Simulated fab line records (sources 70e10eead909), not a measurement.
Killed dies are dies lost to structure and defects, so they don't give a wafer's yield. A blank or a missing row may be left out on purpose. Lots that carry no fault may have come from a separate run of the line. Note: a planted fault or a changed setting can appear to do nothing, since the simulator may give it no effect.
Which tool is to blame? | flow nandHarc | 18 wafers from 6 lots sampled at 2 of the route's 1302 steps

WHAT THE GAUGES READ, wafer by wafer
NHARC_P_STI_INSPECT_11.
lot  | measured     | on               | rawDefectCount
L294 | day 3 05:27  | defectInspect-02 | 8 3 3
L296 | day 4 01:53  | defectInspect-01 | 5 6 4
L303 | day 7 01:51  | defectInspect-01 | 978 986 919 958 995 916
L306 | day 8 11:54  | defectInspect-02 | 10 11 4
L312 | day 10 20:36 | defectInspect-02 | 4 4 6
L314 | day 11 17:32 | defectInspect-01 | 6 6 7

EACH LOT AND THE TOOL THAT RAN IT (in order: tool; ch and the chambers of the sampled wafers; start)
lot  | NHARC_P_STI_HM_DEP_30
L294 | lpcvd-02 ch 1, day 3 01:14
L296 | lpcvd-02 ch 1, day 3 21:43
L303 | lpcvd-01 ch 0, day 6 21:37
L306 | lpcvd-01 ch 1, day 8 07:28
L312 | lpcvd-01 ch 1, day 10 16:19
L314 | lpcvd-02 ch 1, day 11 13:18
- NHARC_P_STI_HM_DEP_30: deposits Si3N4, target thk 80 nm, time 873 s.

THE ANSWER, worked out from the rows above alone
Rule: usual is defined by the lots themselves. The widest of any qualifying gaps counts: lots, ordered by their means at a reading, are off when they make up no more than a third of the lots, leave a main group of 4 or more, and stand apart from it by 3 or more times the standard deviation of that group's means. If all means in a main group match to the digits the tables above print for the reading, that group is not used. A lot without any number at a reading at which 4 lots or more have one is off too. The other lots that the step has rows for count as sound.
Off, at NHARC_P_STI_INSPECT_11 on rawDefectCount: L303. Mean 5.8 and standard deviation 1.4 in the main group.
If a tool, at a process step before that reading, ran all the lots that are off and no sound lot after the first of them, it fits. Gauges at NHARC_P_STI_INSPECT_11: tried the same way as those tools. No candidate that was tried fits.

WHAT THE SIMULATOR HAD INSERTED
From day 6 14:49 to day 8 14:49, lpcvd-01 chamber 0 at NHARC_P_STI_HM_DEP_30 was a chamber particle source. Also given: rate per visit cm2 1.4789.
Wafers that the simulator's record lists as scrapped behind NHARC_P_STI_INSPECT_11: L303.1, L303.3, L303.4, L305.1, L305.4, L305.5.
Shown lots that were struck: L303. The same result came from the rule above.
